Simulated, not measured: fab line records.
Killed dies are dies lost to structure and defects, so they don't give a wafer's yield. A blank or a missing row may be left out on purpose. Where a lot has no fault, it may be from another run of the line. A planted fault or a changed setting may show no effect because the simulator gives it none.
The tool behind it: which one? -- flow n5_finfet -- 11 lots with 33 wafers sampled at 3 steps, on a route of 1938 steps

## WHAT EACH GAUGE READ, for each wafer
N5_BEOL_M9_RS_MEAS_57: measurement is done with a four-point probe. Usual: M9_RS gives 0.151 ohm/sq (standard deviation 0.0033).
lot,measured,on,M9_RS (ohm/sq),flag
L756,day 10 04:10,film_metro-01,0.151 0.151 0.150,
L758,day 11 02:41,film_metro-02,0.146 0.154 0.149,
L761,day 11 06:56,film_metro-01,0.150 0.151 0.149,
L759,day 11 10:26,film_metro-01,0.149 0.149 0.149,
L760,day 11 11:19,film_metro-02,0.148 0.153 0.148,
L764,day 11 23:52,film_metro-02,0.144 0.152 0.149,
L766,day 12 13:39,film_metro-01,0.151 0.146 0.149,
L776,day 15 14:31,film_metro-02,0.152 0.148 0.151,
L777,day 16 01:56,film_metro-01,0.154 0.147 0.148,
L775,day 16 02:11,film_metro-01,0.157 0.158 0.151,
L778,day 16 07:13,film_metro-02,0.153 0.156 0.151,

## EACH LOT AND THE TOOL THAT RAN IT (in order: tool; ch and the chambers of the sampled wafers; start)
lot,N5_BEOL_M9_CURE_72,N5_BEOL_M9_ALD_74
L756,"uv_cure-02 ch 1, day 10 00:59","ald_metal-01 ch 1,2,3, day 10 01:55"
L758,"uv_cure-03 ch 2, day 11 00:20","ald_metal-04 ch 0,3, day 11 01:00"
L761,"uv_cure-03 ch 0, day 11 03:22","ald_metal-01 ch 1,2,3, day 11 04:17"
L759,"uv_cure-02 ch 1, day 11 07:56","ald_metal-04 ch 0,1,2, day 11 08:50"
L760,"uv_cure-03 ch 2, day 11 09:12","ald_metal-04 ch 1,3, day 11 09:38"
L764,"uv_cure-02 ch 1, day 11 21:49","ald_metal-01 ch 1,2,3, day 11 22:13"
L766,"uv_cure-02 ch 1, day 12 11:07","ald_metal-02 ch 0,1,3, day 12 11:41"
L776,"uv_cure-02 ch 2, day 15 04:23","ald_metal-01 ch 0,2,3, day 15 04:58"
L777,"uv_cure-02 ch 1, day 15 23:44","ald_metal-04 ch 0,1,2, day 16 00:11"
L775,"uv_cure-03 ch 1, day 15 23:46","ald_metal-01 ch 1,2,3, day 16 00:28"
L778,"uv_cure-02 ch 1, day 16 02:14","ald_metal-02 ch 1,3, day 16 04:55"
- N5_BEOL_M9_CURE_72: cures SiCOH lowk, time 120 s.
- N5_BEOL_M9_ALD_74: deposits TaN, target thk 2 nm, pulse time 2 s, purge time 3 s.

## WHAT THE TOOLS THEMSELVES READ (means of the sampled wafers that have a number; where no wafer has one, the mark that the record gives instead)
N5_BEOL_M9_CURE_72. Usual: lamp_power_pct 52.30 %, standard deviation 0.055; wafer_temp_C_max 371.8, standard deviation 0.85.
lot,tool,lamp_power_pct (%),wafer_temp_C_max,flag
L756,uv_cure-02,52.32,371.7,
L758,uv_cure-03,52.28,372.9,
L761,uv_cure-03,52.30,371.3,
L759,uv_cure-02,52.26,371.4,
L760,uv_cure-03,52.31,373.1,
L764,uv_cure-02,52.29,372.2,
L766,uv_cure-02,52.32,371.2,
L776,uv_cure-02,52.35,371.7,
L777,uv_cure-02,52.28,370.9,
L775,uv_cure-03,52.30,372.8,
L778,uv_cure-02,52.31,371.3,

N5_BEOL_M9_ALD_74. Usual: chamber_pressure_Torr 3.000 Torr, standard deviation 0.006; heater_power_w 396 W, standard deviation 37.
lot,tool,chamber_pressure_Torr (Torr),heater_power_w (W),flag
L756,ald_metal-01,3.000,354,
L758,ald_metal-04,3.004,394,
L761,ald_metal-01,2.999,356,
L759,ald_metal-04,3.005,408,
L760,ald_metal-04,3.000,376,
L764,ald_metal-01,2.991,357,
L766,ald_metal-02,3.001,433,
L776,ald_metal-01,3.002,386,
L777,ald_metal-04,3.006,411,
L775,ald_metal-01,3.005,354,
L778,ald_metal-02,2.999,434,

## THE ANSWER, worked out from the rows above alone
Rule: a lot counts as off when the mean over its wafers that have a number is more than 3 standard deviations away from the usual mean. Also off: a lot with no number at a reading for which 4 or more lots have one. Where the step has rows for the other lots, those lots are counted as sound. After the gauges, taken in route order, come the tools' own readings; for these a lot's mean is taken, as printed above. At the first step where some lot is off, the reading lying furthest off is the one used; lots without a number count as furthest.
No lot is off at any reading shown: from this, nothing can be told.

## WHAT THE SIMULATOR HAD PUT IN
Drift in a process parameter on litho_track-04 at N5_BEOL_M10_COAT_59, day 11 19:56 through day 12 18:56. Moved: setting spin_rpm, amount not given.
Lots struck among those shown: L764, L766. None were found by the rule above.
